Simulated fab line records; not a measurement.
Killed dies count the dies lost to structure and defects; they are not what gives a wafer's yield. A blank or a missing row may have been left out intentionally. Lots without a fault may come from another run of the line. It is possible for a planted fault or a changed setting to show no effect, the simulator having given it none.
A lot that was struck, set against a sound lot :: flow nandHarc :: 44 steps out of a route of 1302
Sound: wafers L129.2, L129.3, L129.6. The struck wafers were L132.2, L132.3, L132.5. The cause comes at the end.
Per side, at each step with rows, come the tool, then ch with its chambers, and then its first start. Under that, the readings that differ: sound wafers :: struck wafers :: difference of the means :: sigmas: that difference in standard deviations of wafers without a fault.
alike: readings whose means differ by less than 2 such deviations, and words and numbers that are the same on both sides. not compared: withheld readings, readings that some wafer has no value for, bounds like >300 that may hide the same value, and numbers for which the record gives no deviation and whose values overlap.
The two part at a step that has a row with sigmas, a row that says differs or no value, or rows on one side only. When numbers do not overlap yet have no deviation, they are printed without sigmas and do not part them. A reading that every wafer of one side lacks parts them only if that side has two wafers or more.

first, 8 steps without rows for these wafers: NHARC_P_GATE_DEHYDRATE_38 (time 120 s); NHARC_P_GATE_HMDS_39 (time 30 s); NHARC_P_GATE_COAT_40; NHARC_P_GATE_SOFTBAKE_41 (time 95 s); NHARC_P_GATE_EBR_42; NHARC_P_GATE_EXPOSE_43 (exposes mask P NSD, target cd 720 nm); NHARC_P_GATE_PEB_44 (peb time 85 s); NHARC_P_GATE_DEVELOP_45 (time 70 s).
NHARC_P_GATE_CD_MEAS_46: the cd target is 720 nm.
  sound on cdSem-02 ch 0, day 11 15:08; struck on cdSem-01 ch 0, day 13 02:05
  alike: cdNm
then, 3 steps without rows for these wafers: NHARC_P_GATE_HARDBAKE_47 (time 80 s); NHARC_P_GATE_DESCUM_48 (chemistry O2, time 3 s); NHARC_P_GATE_IMPLANT_49.
NHARC_P_GATE_STRIP_111: strips in N2/H2, time 250 s.
  sound on plasmaAsher-01 ch 0, day 11 15:52; struck on plasmaAsher-01 ch 1, day 13 02:37
reading: drypumpMotorCurrentA (A)
sound: 6.5 6.6 6.6
struck: 5.1 5.1 5.1
difference: -1.5
sigmas: -2

reading: heaterPowerW (W)
sound: 96 97 97
struck: 84 86 87
difference: -11
sigmas: -2
  not compared: rfHoursCounterH
NHARC_P_GATE_STRIP_75: strips in O2.
  sound on plasmaAsher-01 ch 0, day 11 16:08; struck on plasmaAsher-01 ch 1, day 13 02:55
reading: drypumpMotorCurrentA (A)
sound: 6.6 6.6 6.6
struck: 5.0 5.1 5.0
difference: -1.6
sigmas: -2

reading: heaterPowerW (W)
sound: 347 358 359
struck: 314 321 314
difference: -38
sigmas: -2
  not compared: rfHoursCounterH
then, 9 steps without rows for these wafers: NHARC_P_GATE_STRIP_50 (strips in SPM, time 900 s); NHARC_P_GATE_DEHYDRATE_51 (time 120 s); NHARC_P_GATE_HMDS_52 (time 30 s); NHARC_P_GATE_COAT_53; NHARC_P_GATE_SOFTBAKE_54 (time 95 s); NHARC_P_GATE_EBR_55; NHARC_P_GATE_EXPOSE_56 (exposes mask P PSD, target cd 720 nm); NHARC_P_GATE_PEB_57 (peb time 85 s); NHARC_P_GATE_DEVELOP_58 (time 70 s).
NHARC_P_GATE_CD_MEAS_59: the cd target is 720 nm.
  sound on cdSem-02 ch 0, day 11 17:02; struck on cdSem-01 ch 0, day 13 03:50
  alike: cdNm
then, 1 step without rows for these wafers: NHARC_P_GATE_HARDBAKE_60 (time 80 s).
NHARC_P_GATE_DESCUM_61: chemistry O2, time 3 s.
  sound on rieDiel-02 ch 0,2, day 11 17:12; struck on rieDiel-12 ch 1,2,3, day 13 04:01
  alike: drypumpMotorCurrentA, oesProductAu, rfVppV, showerheadPlenumPTorr, throttleValvePct
  not compared: rfHoursCounterH
then, 1 step without rows for these wafers: NHARC_P_GATE_IMPLANT_62.
NHARC_P_GATE_STRIP_112: strips in N2/H2, time 200 s.
  sound on plasmaAsher-01 ch 0,1, day 11 17:34; struck on plasmaAsher-01 ch 0,1, day 13 04:22
  alike: drypumpMotorCurrentA, heaterPowerW
  not compared: rfHoursCounterH
NHARC_P_GATE_STRIP_76: strips in O2.
  sound on plasmaAsher-01 ch 0,1, day 11 17:50; struck on plasmaAsher-01 ch 0,1, day 13 04:37
  alike: drypumpMotorCurrentA, heaterPowerW
  not compared: rfHoursCounterH
then, 9 steps without rows for these wafers: NHARC_P_GATE_STRIP_63 (strips in SPM, time 900 s); NHARC_P_GATE_DEHYDRATE_83 (time 120 s); NHARC_P_GATE_HMDS_84 (time 30 s); NHARC_P_GATE_COAT_85; NHARC_P_GATE_SOFTBAKE_86 (time 95 s); NHARC_P_GATE_EBR_87; NHARC_P_GATE_EXPOSE_88 (exposes mask P HVN, target cd 2000 nm); NHARC_P_GATE_PEB_89 (peb time 85 s); NHARC_P_GATE_DEVELOP_90 (time 70 s).
NHARC_P_GATE_CD_MEAS_91: the cd target is 2000 nm.
  sound on cdSem-02 ch 0, day 11 18:45; struck on cdSem-02 ch 0, day 13 05:35
  alike: cdNm
then, 1 step without rows for these wafers: NHARC_P_GATE_HARDBAKE_92 (time 80 s).
NHARC_P_GATE_DESCUM_93: chemistry O2, time 3 s.
  sound on rieDiel-12 ch 0,1,2, day 11 18:56; struck on rieDiel-02 ch 0,2,3, day 13 05:45
  alike: drypumpMotorCurrentA, oesProductAu, rfVppV, showerheadPlenumPTorr, throttleValvePct
  not compared: rfHoursCounterH
then, 1 step without rows for these wafers: NHARC_P_GATE_IMPLANT_94.
NHARC_P_GATE_INSPECT_68:
  sound on defectInspect-02, day 11 21:50; struck on defectInspect-02, day 13 08:46
reading: rawDefectCount
sound: 274 177 177
struck: 979 1034 943
difference: +776
sigmas: +8
-- break in the record here, with 18 days between the starts of the struck wafers on either side (left off in module P_GATE, picked up again in module END, where the first step shown is number 1302 on the route) --
NHARC_END_SORT_01:
  the record has rows for the struck wafers here (prober-01 ch 0, day 31 07:12) and none for the sound ones

WHERE THEY PART
At NHARC_P_GATE_STRIP_111 first; at NHARC_END_SORT_01 last (within this record only).

WHY: whatever the simulator had introduced
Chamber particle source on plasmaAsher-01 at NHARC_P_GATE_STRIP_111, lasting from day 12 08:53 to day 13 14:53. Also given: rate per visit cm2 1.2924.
